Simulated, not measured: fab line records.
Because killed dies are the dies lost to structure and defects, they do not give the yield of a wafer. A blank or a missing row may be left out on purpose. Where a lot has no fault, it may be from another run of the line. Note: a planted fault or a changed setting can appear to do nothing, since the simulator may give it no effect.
Comparing a struck lot with a sound one ; flow nand harc ; 32 out of 1159 route steps
Sound: these wafers, L920.3, L920.4, L920.5. Struck: wafers L927.5, L927.6 (left out: L927.2, a lot-mate that was not struck); the cause follows at the end.
For every step that has rows: the tool of each side, followed by ch and its chambers, followed by its first start. Under that, the readings that differ: sound wafers ; struck wafers ; difference of the means ; sigmas: that difference in standard deviations of wafers without a fault.
alike: words and numbers the same on both sides, and readings whose means are apart by under 2 such deviations; not compared: readings that were withheld, readings missing a value for some wafer, numbers with overlapping values and no deviation given by the record, and bounds like >300 which may hide the same value.
The two part at a step that has a row with sigmas, a row that says differs or no value, or rows on one side only. Numbers that have no deviation but don't overlap get no sigmas and don't part them. A reading that every wafer of one side lacks parts them only if that side has two wafers or more.

NHARC_THIN_TSV_DEGAS_49: time 120 s.
  struck on pvd sputter-01, day 23 02:54; sound on pvd sputter-01, day 20 23:07
  alike: heater power w
NHARC_THIN_TSV_PRE_CLEAN_50: time 30 s.
  sound on pvd sputter-01; struck on pvd sputter-01
  alike: heater power w
then, 3 steps without rows for these wafers: NHARC_THIN_TSV_PVD_19 (deposits TaN, target thk 20 nm); NHARC_THIN_TSV_PVD_51 (deposits Cu, target thk 100 nm); NHARC_THIN_TSV_ECD_20 (material Cu, target thk 2000 nm).
NHARC_THIN_TSV_ANNEAL_52: time 90 s.
  sound on rtp anneal-01 ch 0, day 21 00:46; struck on rtp anneal-01 ch 0, day 23 04:07
  alike: wafer_temp_C_max
then, 5 steps without rows for these wafers: NHARC_THIN_TSV_CMP_21 (polishes, t overpolish 30 s, target thk 2000 nm); NHARC_THIN_TSV_SRD_23; NHARC_THIN_TSV_DEGAS_53 (time 60 s); NHARC_THIN_TSV_PRE_CLEAN_54 (time 30 s); NHARC_THIN_TSV_PVD_55 (deposits TiN, target thk 50 nm).
NHARC_THIN_TSV_PVD_24: deposits Al, target thk 800 nm.
  struck on pvd sputter-01, day 23 05:13; sound on pvd sputter-03, day 21 01:49
then, 8 steps without rows for these wafers: NHARC_THIN_TSV_DEHYDRATE_25 (time 120 s); NHARC_THIN_TSV_HMDS_26 (time 30 s); NHARC_THIN_TSV_COAT_27; NHARC_THIN_TSV_SOFTBAKE_28 (time 95 s); NHARC_THIN_TSV_EBR_29; NHARC_THIN_TSV_EXPOSE_30 (exposes mask PAD); NHARC_THIN_TSV_PEB_31 (peb time 85 s); NHARC_THIN_TSV_DEVELOP_32 (time 70 s).
NHARC_THIN_TSV_CD_MEAS_33: the cd target is 5000 nm.
  sound on cd sem-03 ch 0, day 21 02:37; struck on cd sem-02 ch 0, day 23 05:52
  alike: cd nm
then, 3 steps without rows for these wafers: NHARC_THIN_TSV_HARDBAKE_34 (time 80 s); NHARC_THIN_TSV_DESCUM_35 (chemistry O2, time 3 s); NHARC_THIN_TSV_ETCH_59 (etches the open film in Cl2/BCl3, target depth 880 nm, time 138.1 s).
NHARC_THIN_TSV_ETCH_36: etches the open film in Cl2/BCl3, target depth 65 nm, time 18.571 s.
  sound on rie metal-01 ch 0,1, day 21 03:10; struck on rie metal-01 ch 0,1, day 23 06:25
  alike: drypump motor current A, oes product au
  not compared: rf hours counter h
NHARC_THIN_TSV_STRIP_56: strips in O2.
  sound on plasma asher-02 ch 0,1, day 21 03:20; struck on plasma asher-02 ch 0,1, day 23 06:34
  alike: drypump motor current A, heater power w
  not compared: rf hours counter h
then, 1 step without rows for these wafers: NHARC_THIN_TSV_STRIP_57 (strips in post etch residue remover, time 1200 s).
NHARC_THIN_TSV_CD_MEAS_37:
  struck on cd sem-02, day 23 07:19; sound on cd sem-01, day 21 04:04
  alike: cd nm
then, 1 step without rows for these wafers: NHARC_THIN_TSV_ANNEAL_58 (time 1800 s).
NHARC_THIN_TSV_INSPECT_40:
  struck on defect inspect-01, day 23 11:45; sound on defect inspect-02, day 21 08:16
  alike: raw defect count
NHARC_END_WLT_00:
  the record has rows for the sound wafers here (prober-01, day 21 09:18) and none for the struck ones
NHARC_END_SORT_01:
  only the struck wafers appear in the record here, on prober-01 ch 0 at day 23 17:58; the sound ones have no rows

WHERE THEY PART
First at NHARC_END_WLT_00; last, within this record, at NHARC_END_SORT_01.

WHY: the cause the simulator had injected
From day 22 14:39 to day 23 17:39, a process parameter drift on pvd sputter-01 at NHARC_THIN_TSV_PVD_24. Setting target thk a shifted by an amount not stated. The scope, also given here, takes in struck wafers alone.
